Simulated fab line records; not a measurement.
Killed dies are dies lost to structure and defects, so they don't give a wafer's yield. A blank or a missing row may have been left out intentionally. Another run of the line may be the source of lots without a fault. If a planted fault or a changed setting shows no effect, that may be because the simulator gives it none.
Which tool is to blame? || flow nand harc || 6 lots with 18 wafers sampled at 5 steps, on a route of 1159 steps

WHAT THE GAUGES READ, wafer by wafer
NHARC_END_SORT_01.
{"lot": "L473", "measured": "day 23 06:07", "on": "prober-02", "killed at array": "676 673 674"}

EACH LOT AND THE TOOL THAT RAN IT (in order: tool; ch and the chambers of the sampled wafers; start)
{"lot": "L466", "NHARC_A_STAIRCASE_STRIP_205": "plasma asher-02 ch 0,1, day 11 15:19", "NHARC_A_STAIRCASE_ETCH_223": "rie diel-05 ch 0,1,3, day 11 19:01 or earlier", "NHARC_A_STAIRCASE_ETCH_225": "rie diel-05 ch 0,2,3, day 11 19:01 or earlier", "NHARC_A_STAIRCASE_ETCH_234": "rie diel-05 ch 1,2,3, day 11 19:01"}
{"lot": "L468", "NHARC_A_STAIRCASE_STRIP_205": "plasma asher-02 ch 0,1, day 12 03:36", "NHARC_A_STAIRCASE_ETCH_223": "rie diel-13 ch 0,2,3, day 12 07:01 or earlier", "NHARC_A_STAIRCASE_ETCH_225": "rie diel-13 ch 0,1,2, day 12 07:01 or earlier", "NHARC_A_STAIRCASE_ETCH_234": "rie diel-13 ch 0,1,3, day 12 07:01"}
{"lot": "L473", "NHARC_A_STAIRCASE_STRIP_205": "plasma asher-02 ch 1, day 13 03:52", "NHARC_A_STAIRCASE_ETCH_223": "rie diel-05 ch 1,3, day 13 07:52 or earlier", "NHARC_A_STAIRCASE_ETCH_225": "rie diel-05 ch 0,3, day 13 07:52 or earlier", "NHARC_A_STAIRCASE_ETCH_234": "rie diel-09 ch 2,3, day 13 07:52"}
{"lot": "L482", "NHARC_A_STAIRCASE_STRIP_205": "plasma asher-02 ch 0,1, day 15 11:10", "NHARC_A_STAIRCASE_ETCH_223": "rie diel-09 ch 1,2,3, day 15 14:39 or earlier", "NHARC_A_STAIRCASE_ETCH_225": "rie diel-09 ch 0,1,2, day 15 14:39 or earlier", "NHARC_A_STAIRCASE_ETCH_234": "rie diel-05 ch 1,2, day 15 14:39"}
{"lot": "L484", "NHARC_A_STAIRCASE_STRIP_205": "plasma asher-01 ch 0,1, day 16 04:47", "NHARC_A_STAIRCASE_ETCH_223": "rie diel-13 ch 1,2,3, day 16 08:04 or earlier", "NHARC_A_STAIRCASE_ETCH_225": "rie diel-13 ch 0,3, day 16 08:04 or earlier", "NHARC_A_STAIRCASE_ETCH_234": "rie diel-13 ch 1,2, day 16 08:04"}
{"lot": "L486", "NHARC_A_STAIRCASE_STRIP_205": "plasma asher-01 ch 0,1, day 16 20:35", "NHARC_A_STAIRCASE_ETCH_223": "rie diel-05 ch 1,2,3, day 16 23:55 or earlier", "NHARC_A_STAIRCASE_ETCH_225": "rie diel-05 ch 0,2, day 16 23:55 or earlier", "NHARC_A_STAIRCASE_ETCH_234": "rie diel-05 ch 0,1,2, day 16 23:55"}
- NHARC_A_STAIRCASE_STRIP_205: strips in O2.
- NHARC_A_STAIRCASE_ETCH_223: etches the open film in C4F8/O2, target depth 100 nm, time 40.5 s.
- NHARC_A_STAIRCASE_ETCH_225: etches the open film in C4F8/O2, target depth 100 nm, time 40.5 s.
- NHARC_A_STAIRCASE_ETCH_234: etches the open film in C4F8/O2, target depth 100 nm, time 40.5 s.

THE ANSWER, worked out from the rows above alone
Rule: the lots themselves supply what counts as usual. Put in order of their means at a reading, lots are off if they are a third of the lots or fewer, leave a main group of 4 or more, and stand apart from it by a gap of 3 or more times the standard deviation of the main group's means; of several such gaps the widest counts. If all means in a main group match to the digits the tables above print for the reading, that group is not used. A lot without any number at a reading at which 4 lots or more have one is off too. Where the step has rows for the other lots, those lots are counted as sound.
No lot is off at any reading shown: from this, nothing can be told.

WHAT THE SIMULATOR HAD PUT IN
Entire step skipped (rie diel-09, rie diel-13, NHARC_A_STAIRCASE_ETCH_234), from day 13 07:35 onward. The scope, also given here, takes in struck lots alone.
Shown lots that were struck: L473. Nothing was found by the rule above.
